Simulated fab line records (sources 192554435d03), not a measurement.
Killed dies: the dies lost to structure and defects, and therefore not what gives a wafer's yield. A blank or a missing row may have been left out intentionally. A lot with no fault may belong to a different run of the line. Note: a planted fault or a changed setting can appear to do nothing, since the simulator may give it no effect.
fab line records	flow n5-finfet
record: lots: 7	wafers: 21	last-day: 17
route steps=1938 shown BEOL_M5@1119
lots that met no fault: taken from a fault-free run of the same line
start-h: hours from the record's opening day to when the first of the lot's shown wafers began	wait-h: hours from the lot's prior step to this one	" repeats the value in the row above	L1.1+2: a single row standing in for several wafers	- either no value or no given start	* or withheld: withheld	< > ~ a bound
route shown NAME@n: names a module that has steps shown in the file, with the first one's number in the route	usual: the fault-free wafers' mean and standard deviation	same: alike in all rows	chamber/n: place in a boat	sites: readings site by site	_std_site: the standard deviation of these	_edge_site: inner sites' mean taken away from outer sites' mean	radius-mm: how far each site lies from the wafer's centre	mask NAME#n: copy n	behind: tool/chamber where the wafer was last shaped	hold: why the lot was held/for how many hours/how that ended	device: which transistor (n, p or np) failed to switch	end of line: the route-end tests of the same wafers	where a step has no rows: the recipe by itself	killed: dies lost to structure and defects at the first sort, not the wafer's yield	map: a wafer's dies, marking killed ones x, the rest . and places with no die _
set.NAME: the setting the step ran with; set.NAME@STEP: the setting that earlier step ran with	model.NAME: the simulator's own value behind a step, which no gauge read
a table for each step, a row for each wafer; lots at some steps of the route
services: a tool's chamber out of use, with start hour (start-h, from the record's first day; less than 0 if before it), hours out, and reason
== steps ==
step: N5_BEOL_M5_COAT_71
recipe: resist: underlayer	temp-c: 205	time-s: 60	spin-rpm: 1500	resist-thk-nm: 5
step: N5_BEOL_M5_COAT_05
recipe: resist: CAR-EUV	spin-rpm: 1500	resist-thk-nm: 30
step: N5_BEOL_M5_EBR_07
recipe: solvent: PGMEA	ebr-width-mm: 1.5
step: N5_BEOL_M5_SOFTBAKE_06
recipe: temp-c: 110	time-s: 60	resist: CAR-EUV
step: N5_BEOL_M5_EXPOSE_08
recipe: mask-id: M5	na: 0.33	source-shape: annular	sigma-inner: 0.4	sigma-outer: 0.8	polarization: unpolarized	target-cd-nm: 28	dose-mj: 35.75
step: N5_BEOL_M5_PEB_09
recipe: peb-temp-c: 100	peb-time-s: 60	resist: CAR-EUV
step: N5_BEOL_M5_DEVELOP_10
recipe: develop-time-s: 30	developer: TMAH	resist: CAR-EUV	rinse-liquid: surfactant-rinse	dry: air-spin	dev-temp-c: 23
step: N5_BEOL_M5_CD_MEAS_11
recipe: target-cd-nm: 27.74	landing-energy-ev: 500	detector: se-inlens
usual: cd-nm: 28.01/0.24
lot.wafer	tool	chamber	start-h	wait-h	cd-nm
L279.2	cd-sem-02	0	171.15	-	28.34
L279.3	"	0	"	"	27.69
L279.5	"	0	"	"	28.17
L285.1	cd-sem-02	0	215.88	-	28.51
L285.2	"	0	"	"	27.93
L285.4	"	0	"	"	27.98
L293.1	cd-sem-01	0	270.98	-	28.35
L293.2	"	0	"	"	28.29
L293.4	"	0	"	"	28.12
L295.1	cd-sem-03	0	274.45	-	27.73
L295.3	"	0	"	"	28.17
L295.5	"	0	"	"	27.52
L296.3	cd-sem-01	0	275.15	-	28.24
L296.5	"	0	"	"	27.94
L296.6	"	0	"	"	28.40
L298.2	cd-sem-02	0	291.27	-	27.74
L298.3	"	0	"	"	28.11
L298.5	"	0	"	"	27.96
L300.4	cd-sem-01	0	297.27	-	28.19
L300.5	"	0	"	"	27.49
L300.6	"	0	"	"	27.90
step: N5_BEOL_M5_OVL_MEAS_12
recipe: points-per-wafer: 522
usual: M5_OVL: 0.0/0.69
lot.wafer	tool	chamber	start-h	wait-h	M5_OVL[nm]
L279.2	overlay-01	0	171.18	0.0	0.4
L279.3	"	0	"	"	0.0
L279.5	"	0	"	"	0.6
L285.1	overlay-02	0	215.91	0.0	-0.9
L285.2	"	0	"	"	-0.5
L285.4	"	0	"	"	-0.5
L293.1	overlay-01	0	271.01	0.0	-0.6
L293.2	"	0	"	"	0.5
L293.4	"	0	"	"	0.8
L295.1	overlay-02	0	274.48	0.0	0.7
L295.3	"	0	"	"	1.6
L295.5	"	0	"	"	1.0
L296.3	overlay-01	0	275.19	0.0	-0.3
L296.5	"	0	"	"	0.8
L296.6	"	0	"	"	0.3
L298.2	overlay-01	0	291.31	0.0	-0.5
L298.3	"	0	"	"	-1.3
L298.5	"	0	"	"	-0.3
L300.4	overlay-02	0	297.32	0.0	0.5
L300.5	"	0	"	"	-0.4
L300.6	"	0	"	"	-0.3
step: N5_BEOL_M5_INSPECT_13
recipe: mode: adi	inspect-instrument: brightfield
usual: raw-defect-count: 389/95
lot.wafer	tool	chamber	start-h	wait-h	raw-defect-count
L279.2	defect-inspect-01	-	171.23	0.0	235
L279.3	"	-	"	"	329
L279.5	"	-	"	"	359
L285.1	defect-inspect-01	-	215.97	0.1	683
L285.2	"	-	"	"	471
L285.4	"	-	"	"	609
L293.1	defect-inspect-02	-	271.07	0.1	437
L293.2	"	-	"	"	352
L293.4	"	-	"	"	416
L295.1	defect-inspect-02	-	274.54	0.1	443
L295.3	"	-	"	"	273
L295.5	"	-	"	"	292
L296.3	defect-inspect-01	-	275.24	0.0	389
L296.5	"	-	"	"	405
L296.6	"	-	"	"	444
L298.2	defect-inspect-02	-	291.36	0.0	448
L298.3	"	-	"	"	308
L298.5	"	-	"	"	286
L300.4	defect-inspect-02	-	297.36	0.0	377
L300.5	"	-	"	"	467
L300.6	"	-	"	"	448
step: N5_BEOL_M5_DESCUM_16
recipe: chemistry: O2	time-s: 7	source-power-w: 50	bias-power-w: 20	pressure-mtorr: 20	rf-frequency-hz: 2.712e+07	temp-c: 40	resist: CAR-EUV	o2-flow-sccm: 225
usual: bias-power-w: 20.00/0.063	drypump-motor-current-A: 5.8/0.42	oes-product-au: 0.80/0.098	rf-vpp-V: 243.3/1.6	showerhead-plenum-p-Torr: 2.10/0.078	throttle-valve-pct: 20.47/0.28
lot.wafer	tool	chamber	start-h	wait-h	bias-power-w	drypump-motor-current-A	oes-product-au	rf-hours-counter-h	rf-vpp-V	showerhead-plenum-p-Torr	throttle-valve-pct
L279.2	rie-diel-05	0	171.28	0.0	20.14	5.4	0.75	143	243.0	2.01	20.43
L279.3	"	2	"	"	19.99	5.4	0.94	3	245.2	2.15	20.57
L279.5	"	0	"	"	20.06	5.4	0.74	-	242.4	2.01	20.43
L285.1	rie-diel-01	1	216.05	0.1	20.07	4.9	0.69	215	244.9	2.14	20.47
L285.2	"	0	"	"	20.04	6.7	0.73	224	243.2	2.05	20.30
L285.4	"	3	"	"	19.93	5.9	0.96	8	242.6	2.06	20.38
L293.1	rie-diel-05	1	271.48	0.4	20.03	6.2	0.91	25	242.9	2.11	19.83
L293.2	"	0	"	"	19.94	5.4	0.71	173	241.7	2.00	20.46
L293.4	"	2	"	"	19.98	5.4	0.86	35	245.1	2.14	20.64
L295.1	rie-diel-06	3	274.57	0.0	19.96	5.9	0.86	63	242.2	2.04	20.42
L295.3	"	1	"	"	20.02	6.2	0.73	188	243.8	2.18	20.83
L295.5	"	2	"	"	19.91	5.8	0.96	-	245.4	2.22	20.62
L296.3	rie-diel-05	3	275.27	0.0	19.95	5.9	0.73	180	245.1	2.18	20.77
L296.5	"	0	"	"	19.98	5.4	0.72	-	241.6	2.00	20.47
L296.6	"	3	"	"	19.96	5.9	0.74	-	245.2	2.18	20.77
L298.2	rie-diel-06	2	291.39	0.0	20.02	5.8	0.94	11	246.5	2.22	20.65
L298.3	"	1	"	"	19.95	6.2	0.73	193	244.7	2.18	20.83
L298.5	"	1	"	"	20.02	6.2	0.73	-	246.6	2.18	20.85
L300.4	rie-diel-06	3	297.70	0.3	20.00	5.9	0.84	70	241.2	2.04	20.44
L300.5	"	1	"	"	20.14	6.2	0.72	-	246.0	2.18	20.83
L300.6	"	2	"	"	20.02	5.7	0.94	-	246.1	2.22	20.64
step: N5_BEOL_M5_ETCH_72
recipe: chemistry: N2/H2	target: underlayer	target-depth-a: 65	mask-material: CAR-EUV	time-s: 5.2	ion-energy-ev: 200	pressure-mtorr: 30	source-w: 840	bias-w: 150	n2-flow-sccm: 200	h2-flow-sccm: 200	ends: cleared
usual: bias-w: 150.0/0.42	chamber-pressure-mTorr: 29.99/0.045	drypump-motor-current-A: 5.8/0.43	etch-rf-on-time-s: 5.24/0.15	oes-product-au: 0.68/0.086	rf-vpp-V: 524.3/2.7	showerhead-plenum-p-Torr: 2.56/0.094	throttle-valve-pct: 17.96/0.26
lot.wafer	tool	chamber	start-h	wait-h	bias-w	chamber-pressure-mTorr	drypump-motor-current-A	etch-rf-on-time-s	oes-product-au	rf-hours-counter-h	rf-vpp-V	showerhead-plenum-p-Torr	throttle-valve-pct
L279.2	rie-diel-05	0	171.31	0.0	150.1	30.03	5.4	5.38	0.62	143	521.5	2.45	17.95
L279.3	"	2	"	"	150.3	29.95	5.4	5.46	0.78	3	525.6	2.62	18.02
L279.5	"	0	"	"	150.0	30.00	5.4	5.42	0.62	-	522.2	2.45	17.95
L285.1	rie-diel-01	1	216.09	0.0	150.1	30.02	4.9	5.16	0.59	215	526.2	2.62	18.03
L285.2	"	0	"	"	149.8	30.03	6.7	5.11	0.63	224	522.5	2.53	17.94
L285.4	"	3	"	"	150.6	29.95	5.9	4.85	0.83	8	525.3	2.50	17.71
L293.1	rie-diel-05	1	271.51	0.0	150.4	29.97	6.3	5.28	0.78	25	526.0	2.61	17.43
L293.2	"	0	"	"	149.7	29.94	5.4	5.36	0.61	173	522.2	2.43	18.01
L293.4	"	2	"	"	149.6	30.05	5.5	5.39	0.74	35	524.4	2.60	18.08
L295.1	rie-diel-06	3	274.61	0.0	149.8	29.97	5.9	5.32	0.72	63	521.5	2.47	17.72
L295.3	"	1	"	"	149.8	29.93	6.2	5.10	0.62	188	525.5	2.64	18.30
L295.5	"	2	"	"	150.4	29.85	5.8	5.13	0.82	-	529.3	2.72	18.17
L296.3	rie-diel-05	3	275.31	0.0	148.9	29.94	5.9	5.16	0.63	180	527.0	2.64	18.19
L296.5	"	0	"	"	149.5	29.95	5.4	5.32	0.60	-	521.0	2.43	18.01
L296.6	"	3	"	"	150.5	30.00	5.9	5.22	0.63	-	525.6	2.64	18.22
L298.2	rie-diel-06	2	291.43	0.0	150.8	30.06	5.8	5.04	0.81	11	529.9	2.72	18.19
L298.3	"	1	"	"	149.3	29.99	6.2	5.05	0.63	193	527.7	2.63	18.29
L298.5	"	1	"	"	150.1	29.95	6.2	5.09	0.62	-	526.4	2.63	18.28
L300.4	rie-diel-06	3	297.73	0.0	150.4	30.03	5.9	5.21	0.72	70	522.0	2.47	17.75
L300.5	"	1	"	"	150.3	29.90	6.2	5.04	0.62	-	526.6	2.63	18.28
L300.6	"	2	"	"	150.9	30.01	5.8	5.04	0.81	-	528.3	2.72	18.21
step: N5_BEOL_M5_ETCH_61
recipe: chemistry: CF4	target: SiARC	target-depth-a: 156	mask-material: CAR-EUV	time-s: 26	ion-energy-ev: 80	pressure-mtorr: 40	source-w: 545	bias-w: 36	Ar_flow_sccm: 100	cf4-flow-sccm: 100	ends: cleared
usual: bias-w: 35.99/0.11	cf4-flow-sccm: 100.01/0.28	drypump-motor-current-A: 5.8/0.42	etch-rf-on-time-s: 26.2/0.7	oes-product-au: 0.68/0.085	rf-vpp-V: 184.2/1.2	showerhead-plenum-p-Torr: 2.16/0.073	throttle-valve-pct: 15.67/0.24
lot.wafer	tool	chamber	start-h	wait-h	bias-w	cf4-flow-sccm	drypump-motor-current-A	etch-rf-on-time-s	oes-product-au	rf-hours-counter-h	rf-vpp-V	showerhead-plenum-p-Torr	throttle-valve-pct
L279.2	rie-diel-05	0	171.33	0.0	35.83	100.24	5.3	26.5	0.63	143	182.4	2.07	15.66
L279.3	"	2	"	"	35.89	100.18	5.4	26.9	0.79	3	183.6	2.21	15.66
L279.5	"	0	"	"	35.89	100.09	5.4	26.6	0.63	-	184.8	2.07	15.67
L285.1	rie-diel-01	1	216.10	0.0	35.82	99.97	4.9	25.7	0.60	215	183.3	2.21	15.88
L285.2	"	0	"	"	35.78	100.09	6.7	25.1	0.63	224	185.4	2.13	15.74
L285.4	"	3	"	"	35.93	99.76	5.9	24.4	0.83	8	182.6	2.10	15.48
L293.1	rie-diel-05	1	271.53	0.0	-	-	-	-	-	-	-	-	-
L293.2	"	0	"	"	-	-	-	-	-	-	-	-	-
L293.4	"	2	"	"	-	-	-	-	-	-	-	-	-
L295.1	rie-diel-06	3	274.62	0.0	-	-	-	-	-	-	-	-	-
L295.3	"	1	"	"	-	-	-	-	-	-	-	-	-
L295.5	"	2	"	"	-	-	-	-	-	-	-	-	-
L296.3	rie-diel-05	3	275.32	0.0	-	-	-	-	-	-	-	-	-
L296.5	"	0	"	"	-	-	-	-	-	-	-	-	-
L296.6	"	3	"	"	-	-	-	-	-	-	-	-	-
L298.2	rie-diel-06	2	291.44	0.0	35.99	100.13	5.8	25.1	0.81	11	186.5	2.28	15.74
L298.3	"	1	"	"	35.85	100.00	6.2	25.5	0.63	193	184.7	2.20	15.95
L298.5	"	1	"	"	35.89	99.89	6.2	25.3	0.63	-	185.2	2.20	15.95
L300.4	rie-diel-06	3	297.75	0.0	35.79	99.98	5.9	26.4	0.71	70	182.6	2.09	15.56
L300.5	"	1	"	"	35.98	100.42	6.2	25.3	0.62	-	185.1	2.20	15.95
L300.6	"	2	"	"	35.96	99.51	5.8	24.8	0.81	-	185.1	2.28	15.74
step: N5_BEOL_M5_ETCH_62
recipe: chemistry: N2/H2	target: SOC	target-depth-a: 750	overetch-a: 150	mask-material: SiARC	temp-c: 40	time-s: 112.5	ion-energy-ev: 200	pressure-mtorr: 30	source-w: 840	bias-w: 150	n2-flow-sccm: 200	h2-flow-sccm: 200
usual: bias-w: 149.9/0.47	chamber-pressure-mTorr: 30.001/0.029	drypump-motor-current-A: 5.8/0.42	oes-product-au: 0.63/0.076	rf-vpp-V: 524.2/2.8	showerhead-plenum-p-Torr: 2.56/0.094	throttle-valve-pct: 17.92/0.26
lot.wafer	tool	chamber	start-h	wait-h	bias-w	chamber-pressure-mTorr	drypump-motor-current-A	oes-product-au	rf-hours-counter-h	rf-vpp-V	showerhead-plenum-p-Torr	throttle-valve-pct
L279.2	rie-diel-05	0	171.36	0.0	150.1	29.942	5.4	0.58	143	519.8	2.45	17.94
L279.3	"	2	"	"	150.6	30.027	5.4	0.76	3	527.4	2.62	17.99
L279.5	"	0	"	"	149.9	30.014	5.4	0.59	-	520.2	2.45	17.93
L285.1	rie-diel-01	1	216.13	0.0	150.0	30.014	4.9	0.55	215	527.1	2.62	18.00
L285.2	"	0	"	"	149.4	29.976	6.7	0.57	224	525.0	2.53	17.89
L285.4	"	3	"	"	149.5	30.009	5.9	0.74	8	521.1	2.49	17.65
L293.1	rie-diel-05	1	271.56	0.0	150.6	29.980	6.3	0.34	25	525.6	2.61	17.36
L293.2	"	0	"	"	150.4	29.986	5.4	0.27	173	520.3	2.43	17.95
L293.4	"	2	"	"	149.6	29.986	5.4	0.33	35	525.8	2.60	18.00
L295.1	rie-diel-06	3	274.65	0.0	150.0	29.994	5.9	0.32	63	522.0	2.47	17.67
L295.3	"	1	"	"	149.9	30.052	6.2	0.27	188	527.3	2.64	18.21
L295.5	"	2	"	"	149.5	30.008	5.7	0.35	-	528.3	2.72	18.08
L296.3	rie-diel-05	3	275.35	0.0	149.7	30.060	5.9	0.28	180	526.8	2.64	18.10
L296.5	"	0	"	"	149.8	29.947	5.4	0.27	-	521.5	2.43	17.95
L296.6	"	3	"	"	150.1	30.000	5.9	0.28	-	525.7	2.64	18.12
L298.2	rie-diel-06	2	291.47	0.0	149.6	30.004	5.8	0.73	11	528.9	2.72	18.14
L298.3	"	1	"	"	150.0	30.002	6.2	0.57	193	527.9	2.63	18.23
L298.5	"	1	"	"	150.4	29.986	6.2	0.58	-	526.8	2.63	18.25
L300.4	rie-diel-06	3	297.78	0.0	150.3	30.011	5.9	0.67	70	521.4	2.47	17.72
L300.5	"	1	"	"	150.2	29.999	6.2	0.57	-	526.6	2.63	18.25
L300.6	"	2	"	"	149.8	29.990	5.8	0.73	-	529.0	2.72	18.15
step: N5_BEOL_M5_STRIP_63
recipe: chemistry: N2/H2	temp-c: 40	n2-flow-sccm: 200	h2-flow-sccm: 200	rf-frequency-hz: 6e+07
step: N5_BEOL_M5_STRIP_73
recipe: chemistry: N2/H2	temp-c: 40	n2-flow-sccm: 200	h2-flow-sccm: 200	rf-frequency-hz: 6e+07
step: N5_BEOL_M5_STRIP_64
recipe: chemistry: CF4	resist: SiARC	power-w: 300	bias-power-w: 75	pressure-mtorr: 50	cf4-flow-sccm: 150	rf-frequency-hz: 6e+07
usual: bias-power-w: 75.01/0.21	drypump-motor-current-A: 5.8/0.42	oes-product-au: 0.79/0.096	rf-vpp-V: 271.4/1.6	showerhead-plenum-p-Torr: 1.81/0.062	throttle-valve-pct: 13.64/0.25
lot.wafer	tool	chamber	start-h	wait-h	bias-power-w	drypump-motor-current-A	oes-product-au	rf-hours-counter-h	rf-vpp-V	showerhead-plenum-p-Torr	throttle-valve-pct
L279.2	rie-diel-05	0	171.48	0.0	75.15	5.4	0.73	143	269.0	1.73	13.64
L279.3	"	2	"	"	74.88	5.4	0.94	3	272.3	1.85	13.58
L279.5	"	0	"	"	75.27	5.4	0.73	-	270.2	1.73	13.63
L285.1	rie-diel-01	1	216.26	0.0	74.67	4.9	0.69	215	272.9	1.86	13.89
L285.2	"	0	"	"	75.36	6.7	0.72	224	270.8	1.78	13.72
L285.4	"	3	"	"	74.99	5.9	0.94	8	270.7	1.76	13.43
L293.1	rie-diel-05	1	271.69	0.0	74.95	6.2	0.91	25	269.4	1.82	13.11
L293.2	"	0	"	"	75.10	5.4	0.71	173	270.3	1.73	13.70
L293.4	"	2	"	"	74.88	5.4	0.86	35	272.9	1.84	13.65
L295.1	rie-diel-06	3	274.78	0.0	74.84	5.9	0.85	63	271.2	1.75	13.50
L295.3	"	1	"	"	75.35	6.2	0.72	188	272.5	1.85	13.95
L295.5	"	2	"	"	74.88	5.8	0.94	-	272.6	1.92	13.69
L296.3	rie-diel-05	3	275.48	0.0	74.71	5.9	0.74	180	272.1	1.85	13.80
L296.5	"	0	"	"	75.27	5.4	0.70	-	270.5	1.73	13.69
L296.6	"	3	"	"	75.20	5.9	0.73	-	270.6	1.85	13.82
L298.2	rie-diel-06	2	291.60	0.0	74.91	5.8	0.92	11	274.1	1.92	13.70
L298.3	"	1	"	"	74.71	6.2	0.72	193	271.6	1.85	13.95
L298.5	"	1	"	"	74.86	6.2	0.72	-	271.7	1.85	13.95
L300.4	rie-diel-06	3	297.90	0.0	74.79	5.9	0.84	70	269.9	1.75	13.50
L300.5	"	1	"	"	75.17	6.2	0.72	-	272.4	1.85	13.96
L300.6	"	2	"	"	75.06	5.8	0.92	-	273.7	1.92	13.71
step: N5_BEOL_M5_HM_OPEN_17
recipe: chemistry: Cl2/BCl3	target-depth-a: 200	overetch-a: 60	target: TiN	mask-material: SOC	ion-energy-ev: 150	pressure-mtorr: 10	icp-w: 1000	bias-w: 126	Cl2_flow_sccm: 53.25	bcl3-flow-sccm: 21.75	Ar_flow_sccm: 25
usual: drypump-motor-current-A: 5.7/0.39	oes-product-au: 0.70/0.092	throttle-valve-pct: 21.98/0.24
lot.wafer	tool	chamber	start-h	wait-h	drypump-motor-current-A	oes-product-au	rf-hours-counter-h	throttle-valve-pct
L279.2	rie-metal-03	1	171.52	0.0	5.7	0.51	132	22.31
L279.3	"	0	"	"	5.3	0.66	-	21.76
L279.5	"	0	"	"	5.3	0.64	-	21.75
L285.1	rie-metal-03	1	216.31	0.0	5.6	0.83	2	21.93
L285.2	"	0	"	"	5.3	0.65	55	21.78
L285.4	"	0	"	"	5.3	0.64	-	21.78
L293.1	rie-metal-03	1	271.73	0.0	5.6	0.35	6	22.59
L293.2	"	0	"	"	5.3	0.27	61	22.44
L293.4	"	1	"	"	5.6	0.34	-	22.60
L295.1	rie-metal-03	1	274.82	0.0	5.6	0.35	6	22.61
L295.3	"	1	"	"	5.6	0.35	-	22.59
L295.5	"	0	"	"	5.3	0.27	-	22.44
L296.3	rie-metal-03	1	275.55	0.1	5.7	0.34	-	22.60
L296.5	"	0	"	"	5.3	0.28	-	22.44
L296.6	"	1	"	"	5.6	0.35	-	22.60
L298.2	rie-metal-03	0	291.64	0.0	5.3	0.62	62	21.80
L298.3	"	0	"	"	5.4	0.62	-	21.82
L298.5	"	1	"	"	5.6	0.79	-	21.94
L300.4	rie-metal-03	0	297.97	0.1	5.3	0.62	-	21.78
L300.5	"	1	"	"	5.6	0.78	-	21.94
L300.6	"	0	"	"	5.3	0.62	-	21.81
step: N5_BEOL_M5_STRIP_19
recipe: chemistry: O2	power-w: 400	temp-c: 40	pressure-mtorr: 30	rf-frequency-hz: 6e+07	bias-power-w: 0	overash-fraction: 0.2	o2-flow-sccm: 225
usual: drypump-motor-current-A: 5.8/0.4	oes-product-au: 0.80/0.095	rf-vpp-V: 3.6/0.5	showerhead-plenum-p-Torr: 2.11/0.082	throttle-valve-pct: 16.74/0.26
same: bias-power-w: 0
lot.wafer	tool	chamber	start-h	wait-h	drypump-motor-current-A	oes-product-au	rf-hours-counter-h	rf-vpp-V	showerhead-plenum-p-Torr	throttle-valve-pct
L279.2	rie-diel-06	2	171.78	0.2	5.8	0.68	233	3.6	1.97	17.13
L279.3	"	3	"	"	5.9	0.90	31	3.0	2.06	16.56
L279.5	"	3	"	"	5.9	0.90	-	3.2	2.06	16.59
L285.1	rie-diel-01	1	216.42	0.1	4.9	0.70	215	4.3	2.14	16.78
L285.2	"	0	"	"	6.7	0.72	224	4.0	2.05	16.64
L285.4	"	3	"	"	5.9	0.96	8	2.7	2.06	16.61
L293.1	rie-diel-06	0	271.84	0.1	5.5	0.94	15	3.9	2.23	16.54
L293.2	"	1	"	"	6.2	0.73	187	4.3	2.18	17.10
L293.4	"	2	"	"	5.8	0.96	5	3.8	2.23	16.75
L295.1	rie-diel-05	0	274.93	0.1	5.4	0.71	174	3.1	2.00	16.73
L295.3	"	2	"	"	5.4	0.87	36	3.8	2.15	16.79
L295.5	"	3	"	"	5.9	0.74	-	3.0	2.18	16.98
L296.3	rie-diel-05	2	275.63	0.1	5.4	0.86	36	3.9	2.15	16.81
L296.5	"	2	"	"	5.4	0.86	-	3.6	2.15	16.80
L296.6	"	3	"	"	5.9	0.75	-	4.3	2.18	16.96
L298.2	rie-diel-01	3	291.75	0.1	5.9	0.90	28	4.5	2.06	16.65
L298.3	"	0	"	"	6.7	0.71	243	3.2	2.04	16.68
L298.5	"	3	"	"	5.9	0.89	-	3.7	2.06	16.66
L300.4	rie-diel-06	2	298.17	0.2	5.8	0.93	13	3.4	2.23	16.78
L300.5	"	2	"	"	5.7	0.93	-	3.2	2.23	16.77
L300.6	"	1	"	"	6.2	0.72	-	3.4	2.18	17.11
step: N5_BEOL_M5_CD_MEAS_18
recipe: pitch-nm: 56	target-cd-nm: 28
usual: cd-nm: 28.0/0.35
lot.wafer	tool	chamber	start-h	wait-h	cd-nm
L279.2	cd-sem-01	-	171.85	0.1	28.0
L279.3	"	-	"	"	28.0
L279.5	"	-	"	"	27.8
L285.1	cd-sem-03	-	216.49	0.0	28.4
L285.2	"	-	"	"	28.0
L285.4	"	-	"	"	28.5
L293.1	cd-sem-01	-	271.91	0.0	-
L293.2	"	-	"	"	-
L293.4	"	-	"	"	-
L295.1	cd-sem-03	-	275.00	0.0	-
L295.3	"	-	"	"	-
L295.5	"	-	"	"	-
L296.3	cd-sem-01	-	275.70	0.1	-
L296.5	"	-	"	"	-
L296.6	"	-	"	"	-
L298.2	cd-sem-01	-	291.82	0.1	28.2
L298.3	"	-	"	"	28.4
L298.5	"	-	"	"	27.4
L300.4	cd-sem-01	-	298.24	0.1	27.9
L300.5	"	-	"	"	27.7
L300.6	"	-	"	"	28.2
step: N5_BEOL_M5_COAT_65
recipe: resist: SOC	temp-c: 250	time-s: 60	spin-rpm: 1500	resist-thk-nm: 60
== services ==
tool	chamber	start-h	hours	kind
rie-diel-05	1	148.74	7.9	repair
rie-diel-01	3	161.06	3.2	repair
rie-diel-06	0	162.19	6.6	repair
rie-diel-05	1	163.09	-	clean
rie-diel-05	1	163.09	-	consumable-replace:focus-ring
rie-diel-05	1	163.09	27.9	scheduled-down
rie-diel-05	1	163.09	27.9	vent-cycle
rie-diel-01	3	173.24	-	clean
rie-diel-01	3	173.24	-	consumable-replace:focus-ring
rie-metal-03	-	209.05	0.9	repair
rie-diel-06	0	213.94	-	clean
rie-diel-06	0	213.94	-	consumable-replace:focus-ring
rie-diel-06	0	213.94	-	consumable-replace:showerhead
rie-diel-06	0	213.94	17.7	scheduled-down
rie-diel-06	0	213.94	17.7	vent-cycle
rie-diel-06	2	231.70	-	clean
rie-diel-06	2	231.70	-	consumable-replace:focus-ring
rie-diel-06	2	231.70	-	consumable-replace:showerhead
rie-diel-06	2	231.70	23.1	scheduled-down
rie-diel-06	2	231.70	23.1	vent-cycle
rie-metal-03	1	241.33	9.7	repair
rie-diel-05	0	247.47	3.2	repair
rie-diel-05	3	249.30	7.6	repair
rie-diel-01	-	296.55	2.8	pm
== key ==
first-sign: step: N5_BEOL_M5_ETCH_61	reading: tool-record	direction: missing
effect: step: N5_BEOL_M5_ETCH_62	reading: oes-product-au	direction: down	sigmas: 4.4	usual: 0.63	struck: 0.30
effect: step: N5_BEOL_M5_HM_OPEN_17	reading: oes-product-au	direction: down	sigmas: 4.1	usual: 0.70	struck: 0.32
effect: step: N5_BEOL_M5_CD_MEAS_18	reading: cd-nm	direction: missing
met-at N5_BEOL_M5_ETCH_61
struck-wafers L293.1,L293.2,L293.4,L295.1,L295.3,L295.5,L296.3,L296.5,L296.6
later-rows-left-out L293.1,L293.2,L293.4,L295.1,L295.3,L295.5,L296.3,L296.5,L296.6
sort-left-out L293.1,L293.2,L293.4,L295.1,L295.3,L295.5,L296.3,L296.5,L296.6
onset-between 171.33 271.53
fault: kind: skipped-step-whole	tool: rie-diel-05,rie-diel-06	chamber: -	onset-h: 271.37	steps: N5_BEOL_M5_ETCH_61	scope: struck-lots-only
sort-left-out: the simulated sort isn't trusted on such a fault, so these wafers' sort isn't shown, and their yield isn't known
later-rows-left-out: the simulator's readings of these wafers behind a module that went badly wrong aren't trusted and aren't shown, but for the sort
